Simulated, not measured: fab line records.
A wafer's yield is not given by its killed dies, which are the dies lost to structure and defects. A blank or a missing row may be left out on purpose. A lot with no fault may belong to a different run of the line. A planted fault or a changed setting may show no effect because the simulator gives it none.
fab line records | flow nand-harc
[record] lots = 6 | wafers = 18 | last-day = 32
route steps=1302 shown A_ONON_D1@430 END@1302
lots untouched by any fault: they come from a run of this same line in which no faults occurred
start-h: start of the lot's first displayed wafer, in hours after the record's first day | wait-h: hours since the lot's step before | " same as the row above | L1.1+2: a single row standing in for several wafers | - no value present, or no start provided | * or withheld: withheld | < > ~ a bound
route shown NAME@n: a module of which the file shows steps, and the number in the route of the first | usual: average and standard deviation across the fault-free wafers | same: alike in all rows | chamber/n: place in a boat | sites: readings site by site | _std_site: standard deviation of those values | _edge_site: the outer-site mean with the inner-site mean subtracted | radius-mm: for every site, how far away it sits from the centre of the wafer | mask NAME#n: copy n | behind: the last tool/chamber to shape the wafer | hold: why the lot was held/for how many hours/how that ended | device: names the non-switching transistor (n, p or np) | end of line: the same wafers' tests at the end of the route | for a step that has no rows: nothing shown but its recipe | killed: dies lost to structure and defects at the first sort, not the wafer's yield | map: dies across one wafer; x = killed, . = not, _ = none there
set.NAME: the setting that was run; set.NAME@STEP: the one run at that earlier step | model.NAME: the simulator's own value behind a step, which no gauge read
certain route steps with their lots: each step a table, each wafer a row
services: the hour from which a tool's chamber was out of use, counted from the record's first day as start-h (under 0 if before that day), plus the number of hours and why
[[steps]]
[step NHARC_A_ONON_D1_DEP_09]
[recipe] target-thk-a = 10000 | n2-flow-sccm = 2750 | n2o-flow-sccm = 2000 | nh3-flow-sccm = 500 | sih4-flow-sccm = 210 | temp-c = 400
[step NHARC_A_ONON_D1_THK_MEAS_11]
[recipe] thk-meas-gauge = ellipsometry
[usual] thk-nm = 1000/11
lot.wafer | tool          | chamber | start-h | wait-h | thk-nm
L305.3    | film-metro-02 | -       | 165.97  | -      | 990
L305.4    | "             | -       | "       | "      | 987
L305.5    | "             | -       | "       | "      | 989
L310.1    | film-metro-02 | -       | 214.05  | -      | 1008
L310.3    | "             | -       | "       | "      | 1010
L310.4    | "             | -       | "       | "      | 1010
L313.3    | film-metro-02 | -       | 247.47  | -      | 1001
L313.5    | "             | -       | "       | "      | 1003
L313.6    | "             | -       | "       | "      | 1001
L316.1    | film-metro-01 | -       | 280.76  | -      | 1003
L316.3    | "             | -       | "       | "      | 1002
L316.6    | "             | -       | "       | "      | 1002
L317.4    | film-metro-02 | -       | 281.11  | -      | 1023
L317.5    | "             | -       | "       | "      | 1023
L317.6    | "             | -       | "       | "      | 1024
L323.3    | film-metro-02 | -       | 350.42  | -      | 992
L323.5    | "             | -       | "       | "      | 994
L323.6    | "             | -       | "       | "      | 994
[step NHARC_A_ONON_D1_DEP_12]
[recipe] target-thk-a = 10000 | n2-flow-sccm = 2750 | n2o-flow-sccm = 2000 | nh3-flow-sccm = 500 | sih4-flow-sccm = 210 | temp-c = 400
[step NHARC_A_ONON_D1_THK_MEAS_14]
[recipe] thk-meas-gauge = ellipsometry
[usual] thk-nm = 999/8.6
lot.wafer | tool          | chamber | start-h | wait-h | thk-nm
L305.3    | film-metro-02 | -       | 166.54  | -      | 992
L305.4    | "             | -       | "       | "      | 991
L305.5    | "             | -       | "       | "      | 991
L310.1    | film-metro-02 | -       | 214.61  | -      | 1012
L310.3    | "             | -       | "       | "      | 1013
L310.4    | "             | -       | "       | "      | 1011
L313.3    | film-metro-01 | -       | 248.03  | -      | 1006
L313.5    | "             | -       | "       | "      | 1008
L313.6    | "             | -       | "       | "      | 1010
L316.1    | film-metro-02 | -       | 281.46  | -      | 1023
L316.3    | "             | -       | "       | "      | 1023
L316.6    | "             | -       | "       | "      | 1021
L317.4    | film-metro-01 | -       | 281.68  | -      | 987
L317.5    | "             | -       | "       | "      | 984
L317.6    | "             | -       | "       | "      | 987
L323.3    | film-metro-01 | -       | 350.99  | -      | 999
L323.5    | "             | -       | "       | "      | 998
L323.6    | "             | -       | "       | "      | 998
[step NHARC_A_ONON_D1_ANNEAL_15]
[recipe] temp-c = 750 | time-s = 3600
[step NHARC_A_ONON_D1_DEP_16]
[recipe] target-thk-a = 10000 | n2-flow-sccm = 2750 | n2o-flow-sccm = 2000 | nh3-flow-sccm = 500 | sih4-flow-sccm = 210 | temp-c = 400
[step NHARC_A_ONON_D1_THK_MEAS_18]
[recipe] thk-meas-gauge = ellipsometry
[usual] thk-nm = 997/11
lot.wafer | tool          | chamber | start-h | wait-h | thk-nm
L305.3    | film-metro-02 | -       | 175.66  | -      | 989
L305.4    | "             | -       | "       | "      | 988
L305.5    | "             | -       | "       | "      | 990
L310.1    | film-metro-01 | -       | 222.41  | -      | 989
L310.3    | "             | -       | "       | "      | 992
L310.4    | "             | -       | "       | "      | 990
L313.3    | film-metro-02 | -       | 256.12  | -      | 1005
L313.5    | "             | -       | "       | "      | 1005
L313.6    | "             | -       | "       | "      | 1006
L317.4    | film-metro-01 | -       | 289.47  | -      | 976
L317.5    | "             | -       | "       | "      | 974
L317.6    | "             | -       | "       | "      | 977
L316.1    | film-metro-02 | -       | 289.48  | -      | 1007
L316.3    | "             | -       | "       | "      | 1008
L316.6    | "             | -       | "       | "      | 1007
L323.3    | film-metro-01 | -       | 358.72  | -      | 998
L323.5    | "             | -       | "       | "      | 996
L323.6    | "             | -       | "       | "      | 997
[step NHARC_A_ONON_D1_DEP_19]
[recipe] target-thk-a = 10000 | n2-flow-sccm = 2750 | n2o-flow-sccm = 2000 | nh3-flow-sccm = 500 | sih4-flow-sccm = 210 | temp-c = 400
[step NHARC_A_ONON_D1_THK_MEAS_21]
[recipe] thk-meas-gauge = ellipsometry
[usual] thk-nm = 1004/8.9
lot.wafer | tool          | chamber | start-h | wait-h | thk-nm
L305.3    | film-metro-01 | -       | 176.23  | -      | 1018
L305.4    | "             | -       | "       | "      | 1017
L305.5    | "             | -       | "       | "      | 1019
L310.1    | film-metro-02 | -       | 222.97  | -      | 993
L310.3    | "             | -       | "       | "      | 994
L310.4    | "             | -       | "       | "      | 993
L313.3    | film-metro-02 | -       | 256.69  | -      | 996
L313.5    | "             | -       | "       | "      | 995
L313.6    | "             | -       | "       | "      | 994
L317.4    | film-metro-01 | -       | 290.03  | -      | 1018
L317.5    | "             | -       | "       | "      | 1018
L317.6    | "             | -       | "       | "      | 1018
L316.1    | film-metro-02 | -       | 290.04  | -      | 1005
L316.3    | "             | -       | "       | "      | 1004
L316.6    | "             | -       | "       | "      | 1004
L323.3    | film-metro-02 | -       | 359.29  | -      | 1009
L323.5    | "             | -       | "       | "      | 1010
L323.6    | "             | -       | "       | "      | 1010
[step NHARC_A_ONON_D1_DEP_22]
[recipe] target-thk-a = 10000 | n2-flow-sccm = 2750 | n2o-flow-sccm = 2000 | nh3-flow-sccm = 500 | sih4-flow-sccm = 210 | temp-c = 400
[step NHARC_A_ONON_D1_THK_MEAS_24]
[recipe] thk-meas-gauge = ellipsometry
[usual] thk-nm = 998/7.8
lot.wafer | tool          | chamber | start-h | wait-h | thk-nm
L305.3    | film-metro-02 | -       | 176.79  | -      | 1012
L305.4    | "             | -       | "       | "      | 1010
L305.5    | "             | -       | "       | "      | 1010
L310.1    | film-metro-01 | -       | 223.53  | -      | 992
L310.3    | "             | -       | "       | "      | 991
L310.4    | "             | -       | "       | "      | 993
L313.3    | film-metro-01 | -       | 257.25  | -      | 984
L313.5    | "             | -       | "       | "      | 984
L313.6    | "             | -       | "       | "      | 984
L317.4    | film-metro-02 | -       | 290.59  | -      | 1003
L317.5    | "             | -       | "       | "      | 1004
L317.6    | "             | -       | "       | "      | 1002
L316.1    | film-metro-01 | -       | 290.60  | -      | 1005
L316.3    | "             | -       | "       | "      | 1003
L316.6    | "             | -       | "       | "      | 1004
L323.3    | film-metro-02 | -       | 359.85  | -      | 996
L323.5    | "             | -       | "       | "      | 996
L323.6    | "             | -       | "       | "      | 997
[step NHARC_A_ONON_D1_DEP_25]
[recipe] target-thk-a = 10000 | n2-flow-sccm = 2750 | n2o-flow-sccm = 2000 | nh3-flow-sccm = 500 | sih4-flow-sccm = 210 | temp-c = 400
[usual] sih4-flow-sccm = 209.9/0.62
lot.wafer | tool          | chamber | start-h | wait-h | sih4-flow-sccm
L305.3    | pecvd-onon-01 | 0       | 176.96  | 0.2    | 210.8
L305.4    | "             | 0       | "       | "      | 209.8
L305.5    | "             | 0       | "       | "      | 209.6
L310.1    | pecvd-onon-02 | 0       | 223.59  | 0.1    | 210.2
L310.3    | "             | 0       | "       | "      | 210.7
L310.4    | "             | 0       | "       | "      | 210.0
L313.3    | pecvd-onon-01 | 0       | 257.42  | 0.2    | 208.8
L313.5    | "             | 0       | "       | "      | 209.7
L313.6    | "             | 0       | "       | "      | 209.4
L316.1    | pecvd-onon-03 | 0       | 290.66  | 0.1    | 209.5
L316.3    | "             | 0       | "       | "      | 209.1
L316.6    | "             | 0       | "       | "      | 208.9
L317.4    | pecvd-onon-01 | 0       | 290.82  | 0.2    | 210.1
L317.5    | "             | 0       | "       | "      | 210.2
L317.6    | "             | 0       | "       | "      | 210.5
L323.3    | pecvd-onon-02 | 0       | 360.02  | 0.2    | 210.1
L323.5    | "             | 0       | "       | "      | 210.1
L323.6    | "             | 0       | "       | "      | 209.9
[step NHARC_A_ONON_D1_THK_MEAS_27]
[recipe] thk-meas-gauge = ellipsometry
[usual] thk-nm = 999/9
lot.wafer | tool          | chamber | start-h | wait-h | thk-nm
L305.3    | film-metro-01 | -       | 177.36  | -      | 997
L305.4    | "             | -       | "       | "      | 995
L305.5    | "             | -       | "       | "      | 996
L310.1    | film-metro-01 | -       | 224.10  | -      | 994
L310.3    | "             | -       | "       | "      | 990
L310.4    | "             | -       | "       | "      | 992
L313.3    | film-metro-02 | -       | 257.82  | -      | 1755
L313.5    | "             | -       | "       | "      | 1757
L313.6    | "             | -       | "       | "      | 1010
L317.4    | film-metro-01 | -       | 291.16  | -      | 1750
L317.5    | "             | -       | "       | "      | 1748
L317.6    | "             | -       | "       | "      | 1005
L316.1    | film-metro-02 | -       | 291.17  | -      | 1003
L316.3    | "             | -       | "       | "      | 1001
L316.6    | "             | -       | "       | "      | 1002
L323.3    | film-metro-01 | -       | 360.41  | -      | 990
L323.5    | "             | -       | "       | "      | 988
L323.6    | "             | -       | "       | "      | 989
[step NHARC_A_ONON_D1_DEP_28]
[recipe] target-thk-a = 10000 | n2-flow-sccm = 2750 | n2o-flow-sccm = 2000 | nh3-flow-sccm = 500 | sih4-flow-sccm = 210 | temp-c = 400
[step NHARC_END_SORT_01]
[recipe] temp-c = 25
[usual] killed-at-array = 46/15 | killed-at-other = 0.8/1.1 | killed-at-periphery = 4.0/2.9 | killed-dies = 50/15 | killed-open = 3.2/1.8 | killed-short = 2.3/1.6
[same] gross-dies = 677
lot.wafer | tool      | chamber | start-h | wait-h | killed-at-array | killed-at-other | killed-at-periphery | killed-dies | killed-open | killed-short
L305.3    | prober-01 | 0       | 566.50  | 3.1    | 19              | 0               | 0                   | 19          | 1           | 4
L305.4    | prober-01 | 0       | 567.30  | 3.4    | 14              | 0               | 2                   | 16          | 0           | 2
L305.5    | prober-01 | 0       | 568.10  | 3.7    | 19              | 1               | 2                   | 22          | 1           | 1
L310.1    | prober-02 | 0       | 601.61  | 2.5    | 57              | 3               | 8                   | 68          | 7           | 4
L310.3    | prober-02 | 0       | 603.23  | 3.1    | 78              | 1               | 4                   | 83          | 10          | 5
L310.4    | prober-02 | 0       | 604.04  | 3.4    | 48              | 1               | 2                   | 51          | 4           | 4
L313.3    | prober-01 | 0       | 640.31  | 3.1    | 675             | 0               | 2                   | 677         | 6           | 2
L313.5    | prober-01 | 0       | 641.93  | 3.7    | 670             | 0               | 7                   | 677         | 2           | 4
L316.1    | prober-02 | 0       | 675.33  | 2.5    | 62              | 1               | 1                   | 64          | 7           | 4
L316.3    | prober-02 | 0       | 676.92  | 3.1    | 40              | 0               | 1                   | 41          | 4           | 1
L316.6    | prober-02 | 0       | 679.30  | 4.0    | 41              | 0               | 1                   | 42          | 3           | 1
L317.4    | prober-01 | 0       | 677.66  | 3.4    | 675             | 0               | 2                   | 677         | 2           | 2
L317.5    | prober-01 | 0       | 678.46  | 3.7    | 676             | 0               | 1                   | 677         | 3           | 0
L323.3    | prober-02 | 0       | 766.57  | 3.1    | 42              | 0               | 1                   | 43          | 2           | 5
L323.5    | prober-02 | 0       | 768.16  | 3.7    | 42              | 0               | 0                   | 42          | 3           | 0
L323.6    | prober-02 | 0       | 768.96  | 4.0    | 39              | 0               | 3                   | 42          | 4           | 0
// killed by level:class
L305.3 A_CHANNEL_HOLE_D2:chamber-film-flake=5 A_CONTACT:chamber-film-flake=4 A_CHANNEL_HOLE_D1:geometric-particle:short=3 A_CHANNEL_HOLE_D1:chamber-film-flake=2 A_ONON_D1:geometric-particle:open=1 A_WL_FILL:geometric-particle:short=1 A_ZERO_WELL:chamber-film-flake=1 A_CHANNEL_FILL_D1:chamber-film-flake=1
L305.4 A_CONTACT:chamber-film-flake=3 P_M2:chamber-film-flake=2 A_CHANNEL_HOLE_D1:chamber-film-flake=2 A_CHANNEL_HOLE_D2:chamber-film-flake=2 A_WL_FILL:chamber-film-flake=2 A_CHANNEL_FILL_D1:geometric-particle:short=1 A_WL_FILL:geometric-particle:short=1 A_ZERO_WELL:chamber-film-flake=1
L305.5 A_CHANNEL_HOLE_D2:chamber-film-flake=7 A_STAIRCASE:chamber-film-flake=4 A_WL_FILL:chamber-film-flake=3 P_M2:chamber-film-flake=2 A_ONON_D2:geometric-particle:short=1 A_M0:geometric-particle:open=1 A_ZERO_WELL:chamber-film-flake=1 A_CHANNEL_HOLE_D1:chamber-film-flake=1
L310.1 A_SLIT:chamber-film-flake=24 A_CHANNEL_HOLE_D2:chamber-film-flake=13 A_CHANNEL_HOLE_D1:chamber-film-flake=10 P_M1:chamber-film-flake=3 THIN_TSV:chamber-film-flake=3 A_ONON_D1:geometric-particle:open=2 A_CHANNEL_FILL_D1:chamber-film-flake=2 P_CONTACT:geometric-particle:short=1
L310.3 A_SLIT:chamber-film-flake=21 A_CHANNEL_HOLE_D2:chamber-film-flake=20 A_CHANNEL_HOLE_D1:chamber-film-flake=18 A_CONTACT:chamber-film-flake=5 A_ONON_D1:geometric-particle:open=2 A_CHANNEL_FILL_D2:geometric-particle:open=2 A_BLC:geometric-particle:open=2 A_WL_FILL:chamber-film-flake=2
L310.4 A_SLIT:chamber-film-flake=15 A_CHANNEL_HOLE_D2:chamber-film-flake=9 A_CHANNEL_HOLE_D1:chamber-film-flake=7 A_CONTACT:chamber-film-flake=6 A_ONON_D2:geometric-particle:open=3 A_STAIRCASE:chamber-film-flake=3 P_M2:geometric-particle:open=1 A_ONON_D1:geometric-particle:short=1
L313.3 A_ONON_D1:area-dep=638 A_CHANNEL_HOLE_D2:chamber-film-flake=12 A_CHANNEL_HOLE_D1:chamber-film-flake=6 A_BONDPAD:chamber-film-flake=3 A_ONON_D2:geometric-particle:open=2 P_GATE:chamber-film-flake=2 A_CHANNEL_FILL_D2:chamber-film-flake=2 A_STAIRCASE:chamber-film-flake=2
L313.5 A_ONON_D1:area-dep=646 A_CHANNEL_HOLE_D2:chamber-film-flake=8 A_CHANNEL_HOLE_D1:chamber-film-flake=6 P_GATE:chamber-film-flake=5 A_ONON_D1:geometric-particle:short=3 A_CONTACT:chamber-film-flake=2 A_M0:chamber-film-flake=2 P_GATE:geometric-particle:open=1
L316.1 A_SLIT:chamber-film-flake=25 A_CHANNEL_HOLE_D1:chamber-film-flake=18 A_CONTACT:chamber-film-flake=4 A_CHANNEL_FILL_D2:chamber-film-flake=3 A_CONTACT:geometric-particle:open=2 A_BLC:geometric-particle:open=2 A_M0:geometric-particle:open=2 P_M0:geometric-particle:short=1
L316.3 A_SLIT:chamber-film-flake=16 A_CHANNEL_HOLE_D1:chamber-film-flake=14 A_M0:geometric-particle:open=3 A_CONTACT:chamber-film-flake=3 A_M1:chamber-film-flake=2 P_M1:geometric-particle:open=1 A_CHANNEL_FILL_D1:geometric-particle:short=1 A_CHANNEL_HOLE_D2:chamber-film-flake=1
L317.4 A_ONON_D1:area-dep=646 A_CHANNEL_HOLE_D2:chamber-film-flake=12 A_CHANNEL_HOLE_D1:chamber-film-flake=6 A_CONTACT:chamber-film-flake=4 A_ONON_D2:geometric-particle:short=2 A_WL_FILL:chamber-film-flake=2 P_GATE:geometric-particle:open=1 A_ONON_D1:geometric-particle:open=1
L317.5 A_ONON_D1:area-dep=642 A_CHANNEL_HOLE_D2:chamber-film-flake=11 A_CONTACT:chamber-film-flake=7 A_BLC:chamber-film-flake=7 A_CHANNEL_HOLE_D1:chamber-film-flake=4 A_ONON_D1:geometric-particle:open=1 A_CHANNEL_FILL_D1:geometric-particle:open=1 A_M0:geometric-particle:open=1
L316.6 A_SLIT:chamber-film-flake=20 A_CHANNEL_HOLE_D1:chamber-film-flake=10 A_M0:geometric-particle:open=2 A_DECK1_JOINT:chamber-film-flake=2 A_CONTACT:chamber-film-flake=2 A_CHANNEL_HOLE_D1:geometric-particle:open=1 A_M0:geometric-particle:short=1 P_ZERO_WELL:chamber-film-flake=1
L323.3 A_CHANNEL_HOLE_D2:chamber-film-flake=13 A_CHANNEL_HOLE_D1:chamber-film-flake=11 A_CONTACT:chamber-film-flake=7 A_ONON_D1:geometric-particle:short=3 A_STAIRCASE:chamber-film-flake=2 A_SLIT:chamber-film-flake=2 A_ONON_D1:geometric-particle:open=1 A_DECK1_JOINT:geometric-particle:short=1
L323.5 A_CHANNEL_HOLE_D2:chamber-film-flake=20 A_CHANNEL_HOLE_D1:chamber-film-flake=6 A_CONTACT:chamber-film-flake=5 A_SLIT:chamber-film-flake=4 A_STAIRCASE:chamber-film-flake=3 A_M0:geometric-particle:open=2 A_DECK1_JOINT:geometric-particle:open=1 A_DECK1_JOINT:chamber-film-flake=1
L323.6 A_CHANNEL_HOLE_D2:chamber-film-flake=18 A_CHANNEL_HOLE_D1:chamber-film-flake=9 A_CONTACT:chamber-film-flake=4 P_GATE:chamber-film-flake=2 A_SLIT:chamber-film-flake=2 A_ONON_D1:geometric-particle:open=1 A_SGD_CUT:geometric-particle:open=1 A_M0:geometric-particle:open=1
// map L313.3 (x killed, . not)
____________x____________
_________xxxxxxx_________
_______xxxxxxxxxxx_______
______xxxxxxxxxxxxx______
_____xxxxxxxxxxxxxxx_____
____xxxxxxxxxxxxxxxxx____
____xxxxxxxxxxxxxxxxx____
___xxxxxxxxxxxxxxxxxxx___
___xxxxxxxxxxxxxxxxxxx___
__xxxxxxxxxxxxxxxxxxxxx__
__xxxxxxxxxxxxxxxxxxxxx__
_xxxxxxxxxxxxxxxxxxxxxxx_
_xxxxxxxxxxxxxxxxxxxxxxx_
_xxxxxxxxxxxxxxxxxxxxxxx_
_xxxxxxxxxxxxxxxxxxxxxxx_
_xxxxxxxxxxxxxxxxxxxxxxx_
xxxxxxxxxxxxxxxxxxxxxxxxx
xxxxxxxxxxxxxxxxxxxxxxxxx
xxxxxxxxxxxxxxxxxxxxxxxxx
xxxxxxxxxxxxxxxxxxxxxxxxx
xxxxxxxxxxxxxxxxxxxxxxxxx
_xxxxxxxxxxxxxxxxxxxxxxx_
_xxxxxxxxxxxxxxxxxxxxxxx_
_xxxxxxxxxxxxxxxxxxxxxxx_
_xxxxxxxxxxxxxxxxxxxxxxx_
_xxxxxxxxxxxxxxxxxxxxxxx_
__xxxxxxxxxxxxxxxxxxxxx__
__xxxxxxxxxxxxxxxxxxxxx__
___xxxxxxxxxxxxxxxxxxx___
___xxxxxxxxxxxxxxxxxxx___
____xxxxxxxxxxxxxxxxx____
____xxxxxxxxxxxxxxxxx____
_____xxxxxxxxxxxxxxx_____
______xxxxxxxxxxxxx______
_______xxxxxxxxxxx_______
_________xxxxxxx_________
____________x____________
// map L317.4 (x killed, . not)
____________x____________
_________xxxxxxx_________
_______xxxxxxxxxxx_______
______xxxxxxxxxxxxx______
_____xxxxxxxxxxxxxxx_____
____xxxxxxxxxxxxxxxxx____
____xxxxxxxxxxxxxxxxx____
___xxxxxxxxxxxxxxxxxxx___
___xxxxxxxxxxxxxxxxxxx___
__xxxxxxxxxxxxxxxxxxxxx__
__xxxxxxxxxxxxxxxxxxxxx__
_xxxxxxxxxxxxxxxxxxxxxxx_
_xxxxxxxxxxxxxxxxxxxxxxx_
_xxxxxxxxxxxxxxxxxxxxxxx_
_xxxxxxxxxxxxxxxxxxxxxxx_
_xxxxxxxxxxxxxxxxxxxxxxx_
xxxxxxxxxxxxxxxxxxxxxxxxx
xxxxxxxxxxxxxxxxxxxxxxxxx
xxxxxxxxxxxxxxxxxxxxxxxxx
xxxxxxxxxxxxxxxxxxxxxxxxx
xxxxxxxxxxxxxxxxxxxxxxxxx
_xxxxxxxxxxxxxxxxxxxxxxx_
_xxxxxxxxxxxxxxxxxxxxxxx_
_xxxxxxxxxxxxxxxxxxxxxxx_
_xxxxxxxxxxxxxxxxxxxxxxx_
_xxxxxxxxxxxxxxxxxxxxxxx_
__xxxxxxxxxxxxxxxxxxxxx__
__xxxxxxxxxxxxxxxxxxxxx__
___xxxxxxxxxxxxxxxxxxx___
___xxxxxxxxxxxxxxxxxxx___
____xxxxxxxxxxxxxxxxx____
____xxxxxxxxxxxxxxxxx____
_____xxxxxxxxxxxxxxx_____
______xxxxxxxxxxxxx______
_______xxxxxxxxxxx_______
_________xxxxxxx_________
____________x____________
[[services]]
tool          | chamber | start-h | hours | kind
pecvd-onon-02 | -       | 185.00  | 13.0  | pm
pecvd-onon-03 | -       | 227.04  | 13.0  | pm
pecvd-onon-02 | -       | 243.80  | 2.7   | repair
pecvd-onon-01 | -       | 269.07  | 13.0  | pm
[[key]]
[first-sign] step = NHARC_A_ONON_D1_THK_MEAS_27 | reading = thk-nm | direction = up | sigmas = 84 | usual = 999 | struck = 1752
[effect] step = NHARC_END_SORT_01 | reading = killed-at-array | direction = up | sigmas = 42 | usual = 46 | struck = 674
[more-kills-born-at] NHARC_A_ONON_D1_DEP_25@pecvd-onon-01 = 2572
met-at NHARC_A_ONON_D1_DEP_25
struck-wafers L313.3,L313.5,L317.4,L317.5
later-rows-left-out L313.3,L313.5,L317.4,L317.5
tester-left-out L313,L317
onset-between 176.96 257.42
[fault] kind = process-parameter-drift | tool = pecvd-onon-01 | chamber = - | onset-h = 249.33 | steps = NHARC_A_ONON_D1_DEP_25 | channel = target-thk-a | offset = * | shape = step | end-h = 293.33 | scope = struck-wafers-only | acts-in = * | stated = *
// tester-left-out: of these lots the tester's yield and bins aren't shown, on N5 and GAA mostly nor the transistor test; their killed dies are dies lost to structure and defects alone, not to doping, threshold or leakage, so they don't give the yield
// later-rows-left-out: the simulator's readings of these wafers behind a module that went badly wrong aren't trusted and aren't shown, but for the sort
